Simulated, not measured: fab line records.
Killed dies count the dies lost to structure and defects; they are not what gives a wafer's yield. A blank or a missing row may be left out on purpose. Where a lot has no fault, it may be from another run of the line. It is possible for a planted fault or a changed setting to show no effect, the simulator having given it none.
What tool caused it? | flow n5 finfet | Sampling: 11 lots, 29 wafers, 5 of 1938 route steps

## WHAT EACH GAUGE READ, for each wafer
N5_BEOL_M4_THK_MEAS_53: measures by xrf.
lot  | measured     | on            | M4_THK (nm)
L383 | day 7 12:31  | film metro-02 | 40.4 40.4
L384 | day 7 15:20  | film metro-01 | 41.6 39.5 40.8
L385 | day 7 18:47  | film metro-02 | 40.3 39.2
L388 | day 8 19:50  | film metro-02 | 38.4 38.0 39.6
L389 | day 9 00:30  | film metro-01 | 43.7 40.3 43.0
L390 | day 9 12:23  | film metro-02 | 39.2 38.5
L394 | day 10 05:56 | film metro-02 | 41.7 39.5 38.9
L396 | day 10 20:00 | film metro-01 | 40.4 39.2
L400 | day 11 13:30 | film metro-02 | 38.8 41.3 40.9
L401 | day 11 21:22 | film metro-02 | 39.4 39.3 38.4
L403 | day 12 09:01 | film metro-02 | 42.0 42.7 42.7

N5_BEOL_M4_INSPECT_59: inspects for defects (darkfield).
lot  | measured     | on                | raw defect count
L383 | day 7 12:49  | defect inspect-02 | 43 61
L384 | day 7 15:39  | defect inspect-02 | 82 117 78
L385 | day 7 19:04  | defect inspect-01 | 95 99
L388 | day 8 20:07  | defect inspect-02 | 81 83 109
L389 | day 9 00:50  | defect inspect-02 | 79 79 57
L390 | day 9 12:42  | defect inspect-01 | 81 62
L394 | day 10 06:14 | defect inspect-02 | 43 33 81
L396 | day 10 20:17 | defect inspect-02 | 46 63
L400 | day 11 13:47 | defect inspect-01 | 54 67 52
L401 | day 11 21:39 | defect inspect-02 | 39 55 63
L403 | day 12 09:19 | defect inspect-02 | 66 71 49

N5_BEOL_M4_RC_MEAS_101.
lot  | measured     | on        | DIBL_N (mV/V)  | DIBL_P (mV/V)  | EOT_N             | EOT_P             | IGATE_N (nA/um)      | IGATE_P (nA/um)      | IOFF_N (nA/um) | IOFF_N_85C (nA/um) | IOFF_N_LIN (nA/um) | IOFF_P (nA/um) | IOFF_P_LIN (nA/um) | ION_N (uA/um) | ION_P (uA/um) | SS_N (mV/dec)  | SS_P (mV/dec)  | VT_N (mV)   | VT_P (mV)
L383 | day 7 13:00  | prober-02 | 36.6 34.4      | 35.7 33.3      | 10.59 10.74       | 10.48 10.55       | 0.0118 0.0109        | 0.0036 0.0032        | 0.16 0.13      | 3.1 2.6            | 0.072 0.063        | 0.23 0.19      | 0.106 0.092        | 678 683       | 469 473       | 72.4 71.6      | 73.7 73.3      | 250 252     | -252 -250
L384 | day 7 15:59  | prober-02 | 36.3 36.8 38.4 | 36.0 36.5 37.9 | 10.42 10.41 10.68 | 10.49 10.43 10.54 | 0.0137 0.0160 0.0115 | 0.0041 0.0049 0.0035 | 0.14 0.14 0.17 | 2.9 2.9 3.4        | 0.069 0.068 0.078  | 0.21 0.21 0.25 | 0.097 0.096 0.107  | 683 665 676   | 471 462 464   | 71.0 71.5 71.2 | 73.8 73.4 74.0 | 254 253 250 | -254 -253 -251
L385 | day 7 19:15  | prober-02 | 33.4 35.0      | 33.4 36.1      | 10.68 10.72       | 10.50 10.51       | 0.0113 0.0118        | 0.0033 0.0035        | 0.12 0.15      | 2.5 2.9            | 0.058 0.070        | 0.15 0.20      | 0.077 0.098        | 664 661       | 452 453       | 70.8 71.6      | 72.9 73.3      | 258 249     | -254 -251
L388 | day 8 20:27  | prober-01 | 34.0 35.5 32.7 | 34.1 35.7 32.4 | 10.43 10.55 10.54 | 10.36 10.49 10.57 | 0.0156 0.0130 0.0122 | 0.0047 0.0039 0.0037 | 0.12 0.15 0.11 | 2.5 2.9 2.2        | 0.062 0.068 0.054  | 0.20 0.21 0.18 | 0.101 0.105 0.093  | 665 666 669   | 465 461 468   | 70.5 70.8 70.6 | 73.1 73.2 72.9 | 253 251 256 | -249 -247 -252
L389 | day 9 00:52  | prober-01 | 39.4 39.9 40.0 | 39.1 40.1 39.6 | 10.55 10.47 10.44 | 10.63 10.61 10.46 | 0.0102 0.0114 0.0123 | 0.0030 0.0033 0.0036 | 0.25 0.24 0.26 | 4.3 4.2 4.6        | 0.099 0.098 0.103  | 0.27 0.28 0.28 | 0.119 0.121 0.121  | 681 683 683   | 460 461 464   | 72.0 72.9 72.5 | 74.2 74.2 73.5 | 244 245 246 | -247 -247 -248
L390 | day 9 13:11  | prober-01 | 34.9 36.1      | 34.1 35.5      | 10.68 10.57       | 10.51 10.61       | 0.0097 0.0102        | 0.0028 0.0030        | 0.12 0.14      | 2.5 2.8            | 0.059 0.065        | 0.17 0.18      | 0.083 0.084        | 655 669       | 452 454       | 70.8 71.9      | 72.7 72.6      | 253 255     | -255 -254
L394 | day 10 06:25 | prober-01 | 35.0 37.7 43.0 | 33.8 36.7 41.6 | 10.62 10.56 13.20 | 10.60 10.45 13.13 | 0.0099 0.0112 0.0005 | 0.0030 0.0033 0.0001 | 0.13 0.19 0.26 | 2.5 3.6 4.7        | 0.062 0.085 0.121  | 0.17 0.21 0.31 | 0.080 0.096 0.146  | 672 676 631   | 456 456 433   | 70.8 72.4 72.8 | 72.5 73.1 74.0 | 256 249 247 | -254 -251 -247
L396 | day 10 20:37 | prober-01 | 38.2 35.9      | 37.3 35.5      | 10.67 10.52       | 10.57 10.45       | 0.0098 0.0124        | 0.0030 0.0037        | 0.17 0.14      | 3.2 2.7            | 0.075 0.064        | 0.19 0.17      | 0.089 0.081        | 673 669       | 450 451       | 72.4 70.9      | 73.8 72.5      | 249 252     | -257 -256
L400 | day 11 13:49 | prober-02 | 36.2 38.6 35.8 | 33.6 36.5 33.4 | 10.56 10.47 10.60 | 10.65 10.43 10.66 | 0.0100 0.0125 0.0107 | 0.0030 0.0038 0.0033 | 0.13 0.18 0.13 | 2.6 3.3 2.6        | 0.062 0.076 0.063  | 0.19 0.23 0.19 | 0.091 0.104 0.089  | 663 679 653   | 451 464 456   | 71.1 71.7 71.4 | 72.5 73.8 73.3 | 253 252 253 | -255 -248 -254
L401 | day 11 21:50 | prober-01 | 37.7 37.0 38.1 | 38.2 36.0 37.4 | 10.59 10.39 10.45 | 10.59 10.49 10.50 | 0.0120 0.0131 0.0116 | 0.0035 0.0039 0.0033 | 0.18 0.15 0.19 | 3.4 3.0 3.5        | 0.082 0.071 0.083  | 0.22 0.20 0.23 | 0.100 0.093 0.105  | 687 668 676   | 465 461 464   | 71.7 72.2 72.0 | 73.5 73.6 73.1 | 249 250 250 | -252 -255 -248
L403 | day 12 09:29 | prober-01 | 36.9 33.8 36.6 | 37.1 33.7 37.1 | 10.37 10.27 10.38 | 10.34 10.25 10.31 | 0.0154 0.0168 0.0169 | 0.0045 0.0049 0.0049 | 0.16 0.11 0.16 | 3.2 2.3 3.1        | 0.073 0.056 0.072  | 0.18 0.13 0.17 | 0.086 0.070 0.081  | 670 662 682   | 454 446 459   | 71.6 70.9 71.5 | 73.1 72.7 73.2 | 251 256 249 | -258 -262 -258

## WHICH TOOL RAN EACH LOT (tool, then ch and the chambers of the sampled wafers, then the start)
lot  | N5_DUMMY_REMOVAL_PRECLEAN_08       | N5_BEOL_M4_SPUTTER_81
L383 | remote plasma-01 ch 0, day 3 23:08 | pvd sputter-02, day 7 10:24
L384 | remote plasma-02 ch 1, day 4 03:29 | pvd sputter-01, day 7 13:14
L385 | remote plasma-02 ch 0, day 4 08:31 | pvd sputter-01, day 7 16:41
L388 | remote plasma-02 ch 0, day 5 04:18 | pvd sputter-02, day 8 17:12
L389 | remote plasma-02 ch 1, day 5 10:37 | pvd sputter-01, day 8 22:23
L390 | remote plasma-01 ch 1, day 5 18:09 | pvd sputter-02, day 9 10:16
L394 | remote plasma-01 ch 0, day 6 18:01 | pvd sputter-01, day 10 03:50
L396 | remote plasma-02 ch 0, day 7 04:14 | pvd sputter-03, day 10 17:53
L400 | remote plasma-02 ch 1, day 8 02:47 | pvd sputter-02, day 11 11:23
L401 | remote plasma-02 ch 1, day 8 09:49 | pvd sputter-02, day 11 19:15
L403 | remote plasma-02 ch 0, day 8 21:35 | pvd sputter-02, day 12 06:47
- N5_DUMMY_REMOVAL_PRECLEAN_08: cleans in NF3:NH3, afs cycles 2, time 20 s, sublimation time 60 s.
- N5_BEOL_M4_SPUTTER_81: material Cu, target thk 4.5 nm, time 8.29 s.

## WHAT THE TOOLS THEMSELVES READ (means of the sampled wafers that have a number; where no wafer has one, the mark that the record gives instead)
N5_BEOL_M4_SPUTTER_81.
lot  | tool           | throttle valve pct (%)
L383 | pvd sputter-02 | 28.8
L384 | pvd sputter-01 | 28.4
L385 | pvd sputter-01 | 28.7
L388 | pvd sputter-02 | 29.5
L389 | pvd sputter-01 | 28.9
L390 | pvd sputter-02 | 30.0
L394 | pvd sputter-01 | 28.5
L396 | pvd sputter-03 | 30.4
L400 | pvd sputter-02 | 29.6
L401 | pvd sputter-02 | 28.7
L403 | pvd sputter-02 | 29.4

## THE ANSWER, worked out from the rows above alone
Rule: the lots themselves supply what counts as usual. Put in order of their means at a reading, lots are off if they are a third of the lots or fewer, leave a main group of 4 or more, and stand apart from it by a gap of 3 or more times the standard deviation of the main group's means; of several such gaps the widest counts. The tables above print the reading to a certain number of digits; a main group whose means all agree to those digits is not used. A lot without any number at a reading at which 4 lots or more have one is off too. Where the step has rows for the other lots, those lots are counted as sound. Order of review: gauges by route order, followed by the tools' own readings, for which a lot's mean as printed above is used. At the first step where some lot is off, the reading lying furthest off is the one used; lots without a number count as furthest.
Off: at N5_BEOL_M4_RC_MEAS_101 (EOT_P), L394. Mean 10.50 and standard deviation 0.075 in the main group.
A tool fits if, at a process step before that reading, it ran every lot that is off, and no sound lot after the first of them. Gauges at N5_BEOL_M4_RC_MEAS_101: tried the same way as those tools. 2 tools fit, remote plasma-01 at N5_DUMMY_REMOVAL_PRECLEAN_08 and pvd sputter-01 at N5_BEOL_M4_SPUTTER_81, so this cannot tell which one it is.

## WHAT HAD BEEN PUT IN BY THE SIMULATOR
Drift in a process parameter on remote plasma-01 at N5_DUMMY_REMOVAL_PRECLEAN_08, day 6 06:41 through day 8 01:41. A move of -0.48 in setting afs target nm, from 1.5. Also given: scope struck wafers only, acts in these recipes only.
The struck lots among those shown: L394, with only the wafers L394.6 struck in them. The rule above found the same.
